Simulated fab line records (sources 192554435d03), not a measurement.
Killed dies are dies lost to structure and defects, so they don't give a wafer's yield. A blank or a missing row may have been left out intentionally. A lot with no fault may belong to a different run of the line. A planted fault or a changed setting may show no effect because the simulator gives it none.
2 desks, one fault + flow n5Finfet + each desk has only its own numbers; what lay behind them comes last

## AT THE TOOL OWNER'S DESK: pecvd-03
The tool's own readings at N5_SDB_HM_DEP_00 (deposits SiNx from SiH4/NH3/N2, target thk 40 nm, time 35.3 s): means of the sampled wafers that have a number, for each lot that ran on this tool. Any lot whose mean is over 4 standard deviations away from the usual mean is out of limits and marked OUT; that distance is given in the brackets.
Columns: A = heaterPowerW at N5_SDB_HM_DEP_00, usual 724 W; B = showerheadPlenumPTorr at N5_SDB_HM_DEP_00, usual 5.16 Torr; C = throttleValvePct at N5_SDB_HM_DEP_00, usual 40.2 %
| lot  | first seen here | A   | B    | C    |
|------|-----------------|-----|------|------|
| L382 | day 3 23:28     | 606 | 5.05 | 40.8 |
| L395 | day 7 05:52     | 705 | 5.17 | 41.2 |
This desk's finding: nothing out of limits on any of the 2 lots.

## METROLOGY DESK
Lot by lot, what the gauges showed, no matter which tool ran the lot: averages of those sampled wafers that carry a number. Any lot whose mean is over 4 standard deviations away from the usual mean is out of limits and marked OUT; that distance is given in the brackets. Shown here are 7 of its 10 readings, the ones lying furthest out on some lot.
Columns: A = DIBL_P at N5_BEOL_M4_RC_MEAS_101, usual 36.2 mV/V; B = IOFF_N at N5_BEOL_M4_RC_MEAS_101, usual 0.16 nA/um; C = ION_N at N5_BEOL_M4_RC_MEAS_101, usual 673 uA/um; D = ION_P at N5_BEOL_M4_RC_MEAS_101, usual 462 uA/um; E = SS_N at N5_BEOL_M4_RC_MEAS_101, usual 71.4 mV/dec; F = SS_P at N5_BEOL_M4_RC_MEAS_101, usual 73.2 mV/dec; G = VT_P at N5_BEOL_M4_RC_MEAS_101, usual -251 mV
| lot  | first seen here | A    | B    | C   | D   | E    | F    | G    |
|------|-----------------|------|------|-----|-----|------|------|------|
| L382 | day 7 23:04     | 38.1 | 0.17 | 681 | 462 | 71.7 | 73.0 | -251 |
| L395 | day 11 05:13    | 36.9 | 0.14 | 669 | 471 | 71.4 | 73.1 | -247 |
| L403 | day 13 16:05    | 33.9 | 0.13 | 661 | 461 | 70.5 | 72.3 | -251 |
This desk's finding: nothing out of limits on any of the 3 lots.

## PUT TOGETHER
The tool owner's desk saw nothing out of limits.
Nothing out of limits was seen by the metrology desk.

## WHAT THE SIMULATOR PUT IN
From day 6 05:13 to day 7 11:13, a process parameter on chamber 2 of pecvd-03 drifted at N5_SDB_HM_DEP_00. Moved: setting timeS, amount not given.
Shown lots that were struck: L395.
